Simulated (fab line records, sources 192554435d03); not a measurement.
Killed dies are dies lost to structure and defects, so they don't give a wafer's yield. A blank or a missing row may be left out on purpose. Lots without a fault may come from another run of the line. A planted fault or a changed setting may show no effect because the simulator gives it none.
A struck lot beside a sound one | flow n5_finfet | 26 steps out of a route of 1938
Sound: wafers L587.1, L587.2, L587.3. Struck: wafer L593.2. (L593.6 of the same lot was not struck and is left out.) The cause comes at the end.
At each step with rows: each side's tool, then ch and its chambers, then its first start. Under that, the readings that differ: sound wafers | struck wafers | difference of the means | sigmas: that difference in standard deviations of wafers without a fault.
alike: readings whose means differ by less than 2 such deviations, and words and numbers that are the same on both sides. not compared: withheld readings, readings that some wafer has no value for, bounds like >300 that may hide the same value, and numbers for which the record gives no deviation and whose values overlap.
The two part at a step that has a row with sigmas, a row that says differs or no value, or rows on one side only. Numbers that don't overlap but have no deviation are shown without sigmas and don't part them. A reading that every wafer of one side lacks parts them only if that side has two wafers or more.

first, 9 steps without rows for these wafers: N5_MIM_BOT_LITHO_HARDBAKE_09 (time 120 s); N5_MIM_BOT_LITHO_DESCUM_10 (chemistry O2, time 7.9 s); N5_MIM_BOT_ETCH_ETCH_04 (etches SiNx in CF4/O2, target depth 26 nm, time 13 s); N5_MIM_BOT_ETCH_ETCH_03 (etches the open film in Cl2/BCl3, target depth 12 nm); N5_MIM_BOT_ETCH_ETCH_00 (etches TiN in Cl2/BCl3, target depth 45.5 nm); N5_MIM_BOT_ETCH_STRIP_01 (strips in O2); N5_MIM_BOT_ETCH_STRIP_02 (strips in post etch residue remover, time 1200 s); N5_MIM_BOT_ETCH_CLEAN_05 (cleans in IPA, time 180 s); N5_MIM_BOT_ETCH_SRD_06 (time 30 s).
N5_PASSIVATION_PECVD_55: deposits SiO2 from SiH4/N2O, target thk 400 nm, time 22.5 s.
  sound on pecvd-01 ch 0,1,2, day 13 18:53; struck on pecvd-01 ch 1, day 15 14:28
  reading                                        | sound             | struck | difference | sigmas
  model.SiO2_of_PASSIVATION_PECVD_55.thk_nm (nm) | 398.6 400.6 399.6 | 272.4  | -127.2     |
  alike: heater_power_w, showerhead_plenum_p_Torr, throttle_valve_pct
  not compared: rf_fwd_power_W
then, 11 steps without rows for these wafers: N5_PASSIVATION_PECVD_01 (deposits SiNx from SiH4/NH3/N2, target thk 200 nm, time 43.2 s); N5_PASSIVATION_HMDS_03 (time 60 s); N5_PASSIVATION_COAT_04; N5_PASSIVATION_EBR_06; N5_PASSIVATION_SOFTBAKE_05 (time 90 s); N5_PASSIVATION_EXPOSE_07 (exposes mask TV, defocus 0 nm, target cd 3000 nm); N5_PASSIVATION_PEB_08; N5_PASSIVATION_DEVELOP_09 (develop time 60 s); N5_PASSIVATION_HARDBAKE_11 (time 120 s); N5_PASSIVATION_DESCUM_12 (chemistry O2, time 7.9 s); N5_PASSIVATION_PASS_ETCH_74 (etches SiNx in CF4/O2, target depth 220 nm, time 110 s).
N5_PASSIVATION_VIA_ETCH_13: etches SiO2 in CHF3/O2, target depth 660 nm, time 330 s.
  sound on rie_diel-01 ch 0,2,3, day 13 19:55; struck on rie_diel-01 ch 3, day 15 16:29
  reading                         | sound             | struck | difference | sigmas
  etch_rf_on_time_s (s)           | 234 231 232       | 159    | -73        | -16
  rf_fwd_power_W (W)              | 649.7 649.6 648.2 | 643.8  | -5.4       | -3
  rf_hours_counter_h (h)          | 60 56 200         | 212    | +107       |
  model.TV_OPEN.cd_offset_nm (nm) | 1.8 1.8 2.4       | 2.8    | +0.8       |
  alike: drypump_motor_current_A, oes_product_au, rf_vpp_V, showerhead_plenum_p_Torr, throttle_valve_pct
  not compared: model.coat_of_PASSIVATION_COAT_04.thk_nm
then, 1 step without rows for these wafers: N5_PASSIVATION_STRIP_14 (strips in O2).
N5_PASSIVATION_ETCH_15: etches SiCN in CF4/N2, target depth 75 nm, time 81.2 s.
  sound on rie_diel-01 ch 0,2,3; struck on rie_diel-01 ch 3
  reading                         | sound     | struck | difference | sigmas
  rf_hours_counter_h (h)          | 60 56 200 | 212    | +107       |
  model.TV_OPEN.cd_offset_nm (nm) | 2 1.8 2.4 | 2.8    | +0.7       |
  alike: drypump_motor_current_A, oes_product_au, rf_fwd_power_W, rf_vpp_V, showerhead_plenum_p_Torr, throttle_valve_pct
then, 1 step without rows for these wafers: N5_PASSIVATION_STRIP_73 (strips in post etch residue remover, time 60 s).
N5_PASSIVATION_PROBE_49:
  sound on prober-02, day 14 02:22; struck on prober-02, day 15 23:31
  alike: defect_limited_yield, killed_at_M0_to_M3, killed_at_M4_up, killed_at_contacts, killed_at_front_end, killed_at_other, killed_dies, killed_on_rim, killed_open, killed_short, sort_bin_4_leakage, sort_bin_5_function, sort_bin_6_memory, sort_n_pass, sort_yield_pct

WHERE THEY PART
Only at N5_PASSIVATION_VIA_ETCH_13, within this record. Later steps at which nothing parts them and some readings are alike: N5_PASSIVATION_ETCH_15, N5_PASSIVATION_PROBE_49.

WHY: what the simulator had put in
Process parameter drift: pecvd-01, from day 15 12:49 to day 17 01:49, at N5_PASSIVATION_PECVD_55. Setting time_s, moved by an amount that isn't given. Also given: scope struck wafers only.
